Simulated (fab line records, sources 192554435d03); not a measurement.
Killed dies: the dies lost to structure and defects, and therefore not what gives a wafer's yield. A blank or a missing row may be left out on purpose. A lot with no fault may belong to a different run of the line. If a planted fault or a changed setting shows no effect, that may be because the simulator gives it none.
fab line records	flow n5-finfet
record: lots: 7	wafers: 39
route steps=1938 shown FIN_CUT@176 DUMMY_GATE@228 SPACER0@260 SD_EPI_N@262 MOL_CONTACT_COAG@532
start-h: start of the lot's first displayed wafer, in hours after the record's first day	wait-h: hours elapsed since this lot's preceding step	" repeats the value in the row above	L1.1+2: one row covering several wafers at once	- no value, or no start given	* or withheld: withheld	< > ~ a bound
route shown NAME@n: names a module that has steps shown in the file, with the first one's number in the route	usual: mean/standard deviation taken from wafers without a fault	same: alike in all rows	chamber/n: place in a boat	sites: readings site by site	_std_site: standard deviation across them	_edge_site: outer sites' mean less inner sites'	radius-mm: how far each site lies from the wafer's centre	mask NAME#n: copy n	behind: the last tool/chamber to shape the wafer	hold: cause of the lot's hold/its duration in hours/its outcome	device: the transistor (n, p or np) that didn't switch	end of line: at the end of the route, the tests of the same wafers	a step without rows: its recipe alone	killed: at the first sort, the dies lost to defects and structure; wafer yield is something else	map: shows each die of a wafer: x if killed, . if not, _ if none is there
set.NAME: the setting the step ran with; set.NAME@STEP: the setting that earlier step ran with	model.NAME: the simulator's own value behind a step, which no gauge read
lots run with intentionally changed settings; tables by step, rows by wafer
== steps ==
step: N5_FIN_CUT_CUT_ETCH_15
recipe: chemistry: HBr/Cl2/O2	target: Si	target-depth-a: 1000	bt-time-s: 10	mask-material: SOC	time-s: 42.4	ion-energy-ev: *	bias-w: *	pressure-mtorr: 10	icp-w: 800	HBr_flow_sccm: 150	Cl2_flow_sccm: 80	O2_flow_sccm: 12
lot.wafer	tool	chamber	start-h	wait-h	set.bias-w	model.FIN_CUT.feature-depth-nm	model.etch.depth-nm
L075.1	rie-si-05	1	34.44	0.1	*	99.2	99.16
L075.2	"	2	"	"	*	97	96.9
L075.3	"	3	"	"	*	100	100.1
L075.4	"	0	"	"	*	95.8	95.89
L075.5	"	2	"	"	*	99.6	99.53
L075.6	"	3	"	"	*	97.4	97.48
L084.1	rie-si-03	2	87.80	0.1	*	100	99.98
L084.2	"	1	"	"	*	96.8	96.88
L084.3	"	3	"	"	*	96	95.91
L084.4	"	0	"	"	*	100	100.1
L084.5	"	3	"	"	*	99.4	99.34
L084.6	"	2	"	"	*	97.2	97.25
L086.1	rie-si-03	2	99.25	0.1	*	96	96.08
L086.2	"	0	"	"	*	96.6	96.69
L086.3	"	1	"	"	*	95.6	95.58
L086.4	"	3	"	"	*	98.2	98.16
L086.5	"	2	"	"	*	100.8	100.7
L086.6	"	1	"	"	*	99.4	99.45
L091.1	rie-si-05	0	129.04	0.1	*	101.2	101.2
L091.2	"	3	"	"	*	101.2	101.3
L091.3	"	2	"	"	*	99.4	99.32
L091.4	"	1	"	"	*	100.8	100.7
L091.5	"	1	"	"	*	101	101.1
L091.6	"	2	"	"	*	100.2	100.2
L092.1	rie-si-05	0	135.31	0.1	*	99.6	99.61
L092.2	"	1	"	"	*	99.6	99.6
L092.3	"	2	"	"	*	99.2	99.2
L092.4	"	3	"	"	*	99.8	99.8
L092.5	"	1	"	"	*	98.8	98.8
L092.6	"	0	"	"	*	100	99.96
L095.2	rie-si-04	2	155.63	0.1	*	98.4	98.3
L095.4	"	2	"	"	*	98.8	98.83
L095.5	"	3	"	"	*	101.2	101.2
L097.1	rie-si-04	0	168.16	0.1	*	98.4	98.5
L097.2	"	3	"	"	*	100.4	100.3
L097.3	"	1	"	"	*	96	96.07
L097.4	"	0	"	"	*	96	96.09
L097.5	"	1	"	"	*	95.6	95.51
L097.6	"	3	"	"	*	101.2	101.3
step: N5_DUMMY_GATE_EXPOSE_12
recipe: mask-id: GATE	na: 0.33	source-shape: annular	sigma-inner: 0.2	sigma-outer: 0.6	polarization: unpolarized	target-cd-nm: 25	dose-mj: 34
lot.wafer	tool	chamber	start-h	wait-h	mask	set.dose-mj
L075.1+5+6	euv-scanner-02	0	54.40	-	GATE#0	34
L075.2+3+4	"	0	"	"	GATE#0	36.64
L084.1+2+3+4+5+6	euv-scanner-01	0	107.51	-	GATE#0	34
L086.1+3+5	euv-scanner-01	0	117.53	-	GATE#0	35.52
L086.2+4+6	"	0	"	"	GATE#0	34
L091.1+4+6	euv-scanner-01	0	148.20	-	GATE#0	34
L091.2+3+5	"	0	"	"	GATE#0	35.12
L092.1+2+3+4+5+6	euv-scanner-02	0	153.50	-	GATE#0	34
L095.2+4+5	euv-scanner-02	0	177.13	-	GATE#0	34
L097.1+2+5	euv-scanner-01	0	185.87	-	GATE#0	34
L097.3+4+6	"	0	"	"	GATE#0	31.91
step: N5_DUMMY_GATE_PEB_13
recipe: peb-temp-c: 100	peb-time-s: 60	resist: CAR-EUV
step: N5_DUMMY_GATE_DEVELOP_14
recipe: develop-time-s: 30	developer: TMAH	resist: CAR-EUV	rinse-liquid: surfactant-rinse	dry: air-spin	dev-temp-c: 23
step: N5_DUMMY_GATE_CD_MEAS_15
recipe: target-cd-nm: 25.8	landing-energy-ev: 500	detector: se-inlens
usual: cd-nm: 25.07/0.23
lot.wafer	tool	chamber	start-h	wait-h	set.dose-mj@DUMMY_GATE_EXPOSE_12	cd-nm
L075.1	cd-sem-02	0	54.53	-	34	25.18
L075.2	"	0	"	"	36.64	23.47
L075.3	"	0	"	"	36.64	24.03
L075.4	"	0	"	"	36.64	23.51
L075.5	"	0	"	"	34	24.99
L075.6	"	0	"	"	34	25.05
L084.1	cd-sem-02	0	107.64	-	34	25.32
L084.2	"	0	"	"	34	24.94
L084.3	"	0	"	"	34	24.90
L084.4	"	0	"	"	34	24.96
L084.5	"	0	"	"	34	24.94
L084.6	"	0	"	"	34	24.92
L086.1	cd-sem-01	0	117.66	-	35.52	24.40
L086.2	"	0	"	"	34	25.47
L086.3	"	0	"	"	35.52	24.23
L086.4	"	0	"	"	34	24.89
L086.5	"	0	"	"	35.52	24.42
L086.6	"	0	"	"	34	25.07
L091.1	cd-sem-01	0	148.33	-	34	24.84
L091.2	"	0	"	"	35.12	24.68
L091.3	"	0	"	"	35.12	24.30
L091.4	"	0	"	"	34	24.97
L091.5	"	0	"	"	35.12	24.50
L091.6	"	0	"	"	34	25.03
L092.1	cd-sem-01	0	153.63	-	34	25.18
L092.2	"	0	"	"	34	25.18
L092.3	"	0	"	"	34	25.18
L092.4	"	0	"	"	34	25.41
L092.5	"	0	"	"	34	25.22
L092.6	"	0	"	"	34	24.92
L095.2	cd-sem-03	0	177.25	-	34	24.90
L095.4	"	0	"	"	34	25.05
L095.5	"	0	"	"	34	25.23
L097.1	cd-sem-02	0	186.00	-	34	25.03
L097.2	"	0	"	"	34	25.16
L097.3	"	0	"	"	31.91	25.94
L097.4	"	0	"	"	31.91	25.97
L097.5	"	0	"	"	34	24.83
L097.6	"	0	"	"	31.91	26.07
step: N5_DUMMY_GATE_ETCH_37
recipe: chemistry: N2/H2	target: SOC	target-depth-a: 600	overetch-a: 300	temp-c: 40	ion-energy-ev: 200	pressure-mtorr: 30	source-w: 840	bias-w: 150	n2-flow-sccm: 200	h2-flow-sccm: 200
usual: rf-vpp-V: 523.5/2.5
lot.wafer	tool	chamber	start-h	wait-h	set.source-w	rf-vpp-V
L075.1	rie-diel-02	1	54.81	0.0	965.4	499.0
L075.2	"	2	"	"	840	522.4
L075.3	"	3	"	"	840	526.1
L075.4	"	0	"	"	965.4	501.1
L075.5	"	2	"	"	965.4	499.0
L075.6	"	1	"	"	840	523.9
L084.1	rie-diel-01	2	107.92	0.0	840	523.4
L084.2	"	0	"	"	923	512.4
L084.3	"	1	"	"	923	505.1
L084.4	"	0	"	"	923	510.8
L084.5	"	2	"	"	840	522.5
L084.6	"	1	"	"	840	521.5
L086.1	rie-diel-06	3	117.94	0.0	963.1	499.3
L086.2	"	1	"	"	840	529.2
L086.3	"	2	"	"	840	523.0
L086.4	"	1	"	"	963.1	504.2
L086.5	"	2	"	"	963.1	500.2
L086.6	"	3	"	"	840	522.1
L091.1	rie-diel-01	1	148.60	0.0	840	521.2
L091.2	"	0	"	"	840	526.5
L091.3	"	2	"	"	785	533.7
L091.4	"	3	"	"	840	521.3
L091.5	"	3	"	"	785	534.3
L091.6	"	0	"	"	785	539.5
L092.1	rie-diel-06	1	153.98	0.0	887.1	519.8
L092.2	"	3	"	"	887.1	511.7
L092.3	"	0	"	"	840	522.4
L092.4	"	3	"	"	840	522.0
L092.5	"	0	"	"	887.1	513.9
L092.6	"	1	"	"	840	527.2
L095.2	rie-diel-06	0	177.78	0.0	840	522.3
L095.4	"	2	"	"	840	522.8
L095.5	"	0	"	"	840	521.8
L097.1	rie-diel-01	0	186.27	0.0	840	526.1
L097.2	"	1	"	"	840	520.4
L097.3	"	2	"	"	840	521.2
L097.4	"	3	"	"	763.2	537.7
L097.5	"	3	"	"	763.2	538.0
L097.6	"	2	"	"	763.2	538.6
step: N5_DUMMY_GATE_STRIP_38
recipe: chemistry: N2/H2	temp-c: 40	n2-flow-sccm: 200	h2-flow-sccm: 200	rf-frequency-hz: 6e+07
step: N5_DUMMY_GATE_STRIP_39
recipe: chemistry: N2/H2	temp-c: 40	n2-flow-sccm: 200	h2-flow-sccm: 200	rf-frequency-hz: 6e+07
step: N5_DUMMY_GATE_TRIM_49
recipe: chemistry: O2	resist: SOC	time-s: 29	target-cd-nm: 14	source-power-w: 300	bias-power-w: 0	O2_flow_sccm: 100	temp-c: 20
lot.wafer	tool	chamber	start-h	wait-h	set.dose-mj@DUMMY_GATE_EXPOSE_12	model.DUMMY_GATE.cd-nm
L075.1	rie-si-05	3	54.89	0.0	34	14
L075.2	"	0	"	"	36.64	13
L075.3	"	1	"	"	36.64	12.8
L075.4	"	2	"	"	36.64	12.6
L075.5	"	2	"	"	34	13.8
L075.6	"	1	"	"	34	14.2
L084.1	rie-si-05	2	108.00	0.0	34	14.4
L084.2	"	3	"	"	34	13.8
L084.3+6	"	0,3	"	"	34	14
L084.4	"	1	"	"	34	13.6
L084.5	"	2	"	"	34	14.2
L086.1	rie-si-04	0	118.02	0.0	35.52	13
L086.2	"	1	"	"	34	14.4
L086.3	"	3	"	"	35.52	13.2
L086.4	"	2	"	"	34	14
L086.5	"	1	"	"	35.52	12.8
L086.6	"	0	"	"	34	14.2
L091.1+4	rie-si-05	1,3	148.69	0.0	34	14.4
L091.2	"	3	"	"	35.12	14
L091.3	"	0	"	"	35.12	14.2
L091.5	"	1	"	"	35.12	13.8
L091.6	"	0	"	"	34	14.8
L092.1+3	rie-si-03	3,2	154.06	0.0	34	14.2
L092.2+4+5+6	"	0,1,3,0	"	"	34	13.8
L095.2	rie-si-04	2	177.86	0.0	34	14
L095.4+5	"	3	"	"	34	13.8
L097.1	rie-si-03	2	186.36	0.0	34	14.2
L097.2	"	0	"	"	34	13.8
L097.3+4	"	3,1	"	"	31.91	15.2
L097.5	"	3	"	"	34	14
L097.6	"	2	"	"	31.91	15.4
step: N5_DUMMY_GATE_STRIP_40
recipe: chemistry: CF4	resist: SiARC	power-w: 300	bias-power-w: 75	pressure-mtorr: 50	cf4-flow-sccm: 150	rf-frequency-hz: 6e+07
step: N5_DUMMY_GATE_CD_MEAS_50
recipe: target-cd-nm: 14
usual: cd-nm: 14.1/0.31
lot.wafer	tool	chamber	start-h	wait-h	set.dose-mj@DUMMY_GATE_EXPOSE_12	cd-nm
L075.1	cd-sem-02	-	55.03	0.0	34	14.0
L075.2	"	-	"	"	36.64	12.9
L075.3	"	-	"	"	36.64	12.9
L075.4	"	-	"	"	36.64	12.5
L075.5	"	-	"	"	34	14.0
L075.6	"	-	"	"	34	14.1
L084.1	cd-sem-01	-	108.15	0.0	34	14.2
L084.2	"	-	"	"	34	13.9
L084.3	"	-	"	"	34	13.9
L084.4	"	-	"	"	34	13.8
L084.5	"	-	"	"	34	14.3
L084.6	"	-	"	"	34	14.2
L086.1	cd-sem-03	-	118.17	0.0	35.52	13.1
L086.2	"	-	"	"	34	14.4
L086.3	"	-	"	"	35.52	13.1
L086.4	"	-	"	"	34	13.8
L086.5	"	-	"	"	35.52	12.8
L086.6	"	-	"	"	34	13.9
L091.1	cd-sem-03	-	148.83	0.0	34	14.1
L091.2	"	-	"	"	35.12	14.1
L091.3	"	-	"	"	35.12	14.0
L091.4	"	-	"	"	34	14.0
L091.5	"	-	"	"	35.12	14.0
L091.6	"	-	"	"	34	15.0
L092.1	cd-sem-02	-	154.24	0.0	34	13.9
L092.2	"	-	"	"	34	13.5
L092.3	"	-	"	"	34	14.5
L092.4	"	-	"	"	34	14.0
L092.5	"	-	"	"	34	13.7
L092.6	"	-	"	"	34	14.0
L095.2	cd-sem-01	-	178.14	0.0	34	14.1
L095.4	"	-	"	"	34	13.6
L095.5	"	-	"	"	34	13.9
L097.1	cd-sem-03	-	186.50	0.0	34	14.1
L097.2	"	-	"	"	34	13.5
L097.3	"	-	"	"	31.91	15.3
L097.4	"	-	"	"	31.91	15.4
L097.5	"	-	"	"	34	13.8
L097.6	"	-	"	"	31.91	15.3
step: N5_DUMMY_GATE_ETCH_31
recipe: chemistry: C4F6/O2	target: SiO2	mask-material: SOC	target-depth-a: 825	time-s: 27.5	ion-energy-ev: 250	pressure-mtorr: 30	source-w: 345	bias-w: 185	Ar_flow_sccm: 300	C4F6_flow_sccm: 10	O2_flow_sccm: 10
step: N5_DUMMY_GATE_STRIP_41
recipe: chemistry: O2	power-w: 400	temp-c: 40	pressure-mtorr: 30	rf-frequency-hz: 6e+07	bias-power-w: 0	overash-fraction: 0.3	o2-flow-sccm: 225
step: N5_DUMMY_GATE_ETCH_23
recipe: chemistry: HBr/Cl2/O2	HBr_flow_sccm: 150	Cl2_flow_sccm: 80	O2_flow_sccm: 12	bias-w: 102	target-depth-a: 410	time-s: 22.3	target: poly-Si	mask-material: SiO2	pressure-mtorr: 10	icp-w: 800
step: N5_DUMMY_GATE_ETCH_44
recipe: chemistry: HBr/O2	over-etch-frac: 0.7	target-depth-a: 1275	stop-on: SiO2	ion-energy-ev: 60	bias-w: 20	target: poly-Si	mask-material: SiO2	pressure-mtorr: 20	icp-w: 400	HBr_flow_sccm: 120	O2_flow_sccm: 10
step: N5_DUMMY_GATE_CD_MEAS_24
recipe: target-cd-nm: 15
usual: cd-nm: 15.2/0.33
lot.wafer	tool	chamber	start-h	wait-h	set.dose-mj@DUMMY_GATE_EXPOSE_12	cd-nm
L075.1	cd-sem-02	-	55.53	0.1	34	15.3
L075.2	"	-	"	"	36.64	13.7
L075.3	"	-	"	"	36.64	13.6
L075.4	"	-	"	"	36.64	13.9
L075.5	"	-	"	"	34	15.0
L075.6	"	-	"	"	34	15.7
L084.1	cd-sem-02	-	108.64	0.1	34	15.3
L084.2	"	-	"	"	34	15.1
L084.3	"	-	"	"	34	15.2
L084.4	"	-	"	"	34	15.0
L084.5	"	-	"	"	34	15.5
L084.6	"	-	"	"	34	14.7
L086.1	cd-sem-01	-	118.66	0.1	35.52	14.2
L086.2	"	-	"	"	34	15.4
L086.3	"	-	"	"	35.52	14.4
L086.4	"	-	"	"	34	15.2
L086.5	"	-	"	"	35.52	13.7
L086.6	"	-	"	"	34	15.0
L091.1	cd-sem-01	-	149.53	0.1	34	15.0
L091.2	"	-	"	"	35.12	14.7
L091.3	"	-	"	"	35.12	15.0
L091.4	"	-	"	"	34	15.4
L091.5	"	-	"	"	35.12	14.8
L091.6	"	-	"	"	34	15.5
L092.1	cd-sem-03	-	154.95	0.1	34	14.9
L092.2	"	-	"	"	34	14.9
L092.3	"	-	"	"	34	15.2
L092.4	"	-	"	"	34	14.2
L092.5	"	-	"	"	34	14.9
L092.6	"	-	"	"	34	14.7
L095.2	cd-sem-02	-	178.64	0.1	34	15.1
L095.4	"	-	"	"	34	14.7
L095.5	"	-	"	"	34	14.6
L097.1	cd-sem-02	-	187.08	0.1	34	14.9
L097.2	"	-	"	"	34	15.1
L097.3	"	-	"	"	31.91	16.1
L097.4	"	-	"	"	31.91	16.2
L097.5	"	-	"	"	34	14.9
L097.6	"	-	"	"	31.91	16.4
step: N5_DUMMY_GATE_ETCH_42
recipe: chemistry: CHF3/O2	target: SiO2	target-depth-a: 35	time-s: 31	ion-energy-ev: 30	bias-w: 12	pressure-mtorr: 30	source-w: 600	Ar_flow_sccm: 200	CHF3_flow_sccm: 50	O2_flow_sccm: 5
lot.wafer	tool	chamber	start-h	wait-h	set.dose-mj@DUMMY_GATE_EXPOSE_12	model.DUMMY_GATE.cd-nm
L075.1	rie-diel-06	2	55.59	0.0	34	15.2
L075.2	"	3	"	"	36.64	14
L075.3+4	"	0,1	"	"	36.64	13.8
L075.5	"	3	"	"	34	14.8
L075.6	"	0	"	"	34	15.4
L084.1+3+6	rie-diel-06	3,1,1	108.69	0.0	34	15.2
L084.2	"	2	"	"	34	15
L084.4	"	0	"	"	34	14.8
L084.5	"	0	"	"	34	15.4
L086.1	rie-diel-06	3	118.71	0.0	35.52	14
L086.2	"	2	"	"	34	15.4
L086.3	"	1	"	"	35.52	14.2
L086.4	"	2	"	"	34	15
L086.5	"	1	"	"	35.52	13.8
L086.6	"	3	"	"	34	15.2
L091.1	rie-diel-02	3	149.75	0.2	34	15
L091.2+5	"	2	"	"	35.12	14.8
L091.3	"	0	"	"	35.12	15.2
L091.4	"	0	"	"	34	15.2
L091.6	"	3	"	"	34	15.6
L092.1	rie-diel-06	0	155.47	0.5	34	15
L092.2	"	1	"	"	34	14.6
L092.3	"	3	"	"	34	15.2
L092.4+5+6	"	0,3,1	"	"	34	14.8
L095.2	rie-diel-02	0	178.85	0.2	34	15.2
L095.4+5	"	2,3	"	"	34	14.6
L097.1+5	rie-diel-01	1,0	187.13	0.0	34	14.8
L097.2	"	2	"	"	34	14.6
L097.3	"	3	"	"	31.91	16
L097.4+6	"	0,3	"	"	31.91	16.4
step: N5_SPACER0_ALD_08
recipe: material: SiNx	target-thk-a: 20	temp-c: 400	ald-precursor-family: SiH2I2	ald-co-reactant: N2/H2-plasma	pressure-torr: 2
lot.wafer	tool	chamber	start-h	wait-h	set.target-thk-a
L075.1+4+6	ald-sin-03	0,2,3	56.27	0.1	18.37
L075.2+3+5	"	3,1,2	"	"	20
L084.1+3+6	ald-sin-03	3,1,1	109.37	0.1	20
L084.2+4+5	"	2,0,2	"	"	20.9
L086.1+4+6	ald-sin-03	0,2,2	119.39	0.1	18.84
L086.2+3+5	"	1,3,3	"	"	20
L091.1+2+3+4+5+6	ald-sin-04	1,3,0,2,3,2	150.44	0.1	20
L092.1+2+4	ald-sin-03	1,3,0	157.86	0.1	21.91
L092.3+5+6	"	2,2,3	"	"	20
L095.2+4+5	ald-sin-03	3,0,3	179.62	0.1	20
L097.1+5+6	ald-sin-04	1,3,0	187.81	0.1	22.41
L097.2+3+4	"	0,3,2	"	"	20
step: N5_SD_EPI_N_COAT_32
recipe: resist: SOC	temp-c: 250	time-s: 60	spin-rpm: 1500	resist-thk-nm: 350
step: N5_SD_EPI_N_PRECLEAN_24
recipe: chemistry: O3/DIW	time-s: 60	temp-c: 22	o3-ppm: 10
step: N5_SD_EPI_N_SRD_25
recipe: time-s: 30	temp-c: 23	rinse-liquid: diw	dry: ipa-marangoni
step: N5_SD_EPI_N_PRECLEAN_49
recipe: chemistry: NF3:NH3	afs-cycles: 1	temp-c: 30	time-s: 20	sublimation-temp-c: 180	sublimation-time-s: 60	pressure-torr: 3	rf-power-w: 30
lot.wafer	tool	chamber	start-h	wait-h	set.target-thk-a@SPACER0_ALD_08	model.SiNx_of_SPACER0_ALD_08.thk-nm
L075.1+4+6	remote-plasma-01	1	60.46	0.0	18.37	1
L075.2+3+5	"	1	"	"	20	1.2
L084.1+3+6	remote-plasma-01	1	113.84	0.0	20	1
L084.2+4+5	"	1	"	"	20.9	1.2
L086.1+4+6	remote-plasma-01	1	123.54	0.0	18.84	1
L086.2+3+5	"	1	"	"	20	1
L091.1	remote-plasma-01	1	154.46	0.0	20	1.2
L091.2+3+4+5+6	"	1	"	"	20	1
L092.1+2+4	remote-plasma-02	0	161.87	0.0	21.91	1.2
L092.3+5+6	"	0	"	"	20	1
L095.2+4+5	remote-plasma-02	0	183.73	0.1	20	1
L097.1+5+6	remote-plasma-01	0	191.82	0.0	22.41	1.4
L097.2+3+4	"	0	"	"	20	1
step: N5_MOL_CONTACT_COAG_ETCH_106
recipe: chemistry: N2/H2	target: SOC	target-depth-a: 800	overetch-a: 160	mask-material: SiARC	temp-c: 40	time-s: 120	ion-energy-ev: 200	pressure-mtorr: 30	source-w: 840	bias-w: 150	n2-flow-sccm: 200	h2-flow-sccm: 200
lot.wafer	tool	chamber	start-h	wait-h	set.target-depth-a	model.SiARC_of_MOL_CONTACT_COAG_COAT_104.thk-nm
L075.1+6	rie-diel-04	1,2	96.48	0.0	800	6.4
L075.2+5	"	0,1	"	"	727.7	6.8
L075.3	"	3	"	"	800	6.2
L075.4	"	2	"	"	727.7	7
L084.1+3+5	rie-diel-03	3,2,3	148.48	0.0	800	6.4
L084.2+4+6	"	1,0,0	"	"	867.6	6
L086.1	rie-diel-03	2	158.40	0.0	800	6.2
L086.2+5+6	"	3,0,3	"	"	826.6	6.2
L086.3+4	"	0,1	"	"	800	6.4
L091.1+4+5	rie-diel-04	3,1,3	191.09	0.0	800	6.2
L091.2+6	"	2,0	"	"	854.9	6
L091.3	"	0	"	"	854.9	5.8
L092.1+3+6	rie-diel-04	2,1,2	197.02	0.0	763	6.6
L092.2+5	"	0,1	"	"	800	6.4
L092.4	"	3	"	"	800	6.2
L095.2	rie-diel-04	0	219.20	0.0	800	6.4
L095.4+5	"	1,0	"	"	800	6.2
L097.1+4+5	rie-diel-05	3,3,2	227.15	0.0	800	6.2
L097.2+6	"	1	"	"	882	5.8
L097.3	"	2	"	"	882	5.6
step: N5_MOL_CONTACT_COAG_CVD_140
recipe: material: W	target-thk-a: 665	mode: selective-fill	temp-c: 300	time-s: 215
lot.wafer	tool	chamber	start-h	wait-h	set.target-thk-a	model.W_of_MOL_CONTACT_COAG_CVD_140.thk-nm
L075.1	cvd-w-02	0	108.27	0.1	665	66.8
L075.2	"	1	"	"	665	66.6
L075.3	"	1	"	"	622.5	63.4
L075.4	"	0	"	"	622.5	63.2
L075.5	"	0	"	"	665	67
L075.6	"	1	"	"	622.5	62.8
L084.1	cvd-w-01	1	164.67	0.1	730.8	72
L084.2	"	0	"	"	665	67.6
L084.3	"	0	"	"	730.8	73.8
L084.4	"	1	"	"	730.8	73
L084.5	"	1	"	"	665	66.2
L084.6	"	0	"	"	665	66.8
L086.1	cvd-w-01	1	171.65	0.1	665	66.6
L086.2	"	0	"	"	696.6	70.8
L086.3	"	0	"	"	665	67.2
L086.4	"	1	"	"	696.6	69.8
L086.5	"	1	"	"	665	66.2
L086.6	"	0	"	"	696.6	70.4
L091.1	cvd-w-01	1	205.84	0.1	665	67.4
L091.2	"	0	"	"	665	67.8
L091.3	"	1	"	"	755.2	76.2
L091.4	"	0	"	"	755.2	75.8
L091.5	"	0	"	"	665	68.2
L091.6	"	1	"	"	755.2	76.4
L092.1	cvd-w-02	0	209.87	0.1	703.5	70
L092.2+5	"	1	"	"	703.5	69.8
L092.3	"	0	"	"	665	66.2
L092.4+6	"	1,0	"	"	665	65.8
L095.2+5	cvd-w-02	1,0	231.72	0.1	665	67
L095.4	"	1	"	"	665	66.6
L097.1	cvd-w-02	1	238.63	0.1	665	66.4
L097.2	"	0	"	"	665	67.2
L097.3	"	0	"	"	607.3	60.6
L097.4	"	1	"	"	665	66.6
L097.5	"	1	"	"	607.3	60.4
L097.6	"	0	"	"	607.3	60.8
== key ==
split: step: N5_FIN_CUT_CUT_ETCH_15	setting: bias-w	stated: *	by: wafer
response: step: N5_FIN_CUT_CUT_ETCH_15	reading: model.FIN_CUT.feature-depth-nm	change: +0.268	per: 1%	r: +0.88
response: step: N5_FIN_CUT_CUT_ETCH_15	reading: model.etch.depth-nm	change: +0.266	per: 1%	r: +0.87
split: step: N5_DUMMY_GATE_EXPOSE_12	setting: dose-mj	stated: 34	by: wafer
response: step: N5_DUMMY_GATE_CD_MEAS_15	reading: cd-nm	change: -0.171	per: 1%	r: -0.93
response: step: N5_DUMMY_GATE_TRIM_49	reading: model.DUMMY_GATE.cd-nm	change: -0.188	per: 1%	r: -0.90
response: step: N5_DUMMY_GATE_CD_MEAS_50	reading: cd-nm	change: -0.194	per: 1%	r: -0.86
response: step: N5_DUMMY_GATE_CD_MEAS_24	reading: cd-nm	change: -0.207	per: 1%	r: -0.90
response: step: N5_DUMMY_GATE_ETCH_42	reading: model.DUMMY_GATE.cd-nm	change: -0.2	per: 1%	r: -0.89
split: step: N5_DUMMY_GATE_ETCH_37	setting: source-w	stated: 840	by: wafer
response: step: N5_DUMMY_GATE_ETCH_37	reading: rf-vpp-V	change: -1.61	per: 1%	r: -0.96
split: step: N5_SPACER0_ALD_08	setting: target-thk-a	stated: 20	by: wafer
response: step: N5_SD_EPI_N_PRECLEAN_49	reading: model.SiNx_of_SPACER0_ALD_08.thk-nm	change: +0.026	per: 1%	r: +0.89
split: step: N5_MOL_CONTACT_COAG_ETCH_106	setting: target-depth-a	stated: 800	by: wafer
response: step: N5_MOL_CONTACT_COAG_ETCH_106	reading: model.SiARC_of_MOL_CONTACT_COAG_COAT_104.thk-nm	change: -0.0488	per: 1%	r: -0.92
split: step: N5_MOL_CONTACT_COAG_CVD_140	setting: target-thk-a	stated: 665	by: wafer
response: step: N5_MOL_CONTACT_COAG_CVD_140	reading: model.W_of_MOL_CONTACT_COAG_CVD_140.thk-nm	change: +0.638	per: 1%	r: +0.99
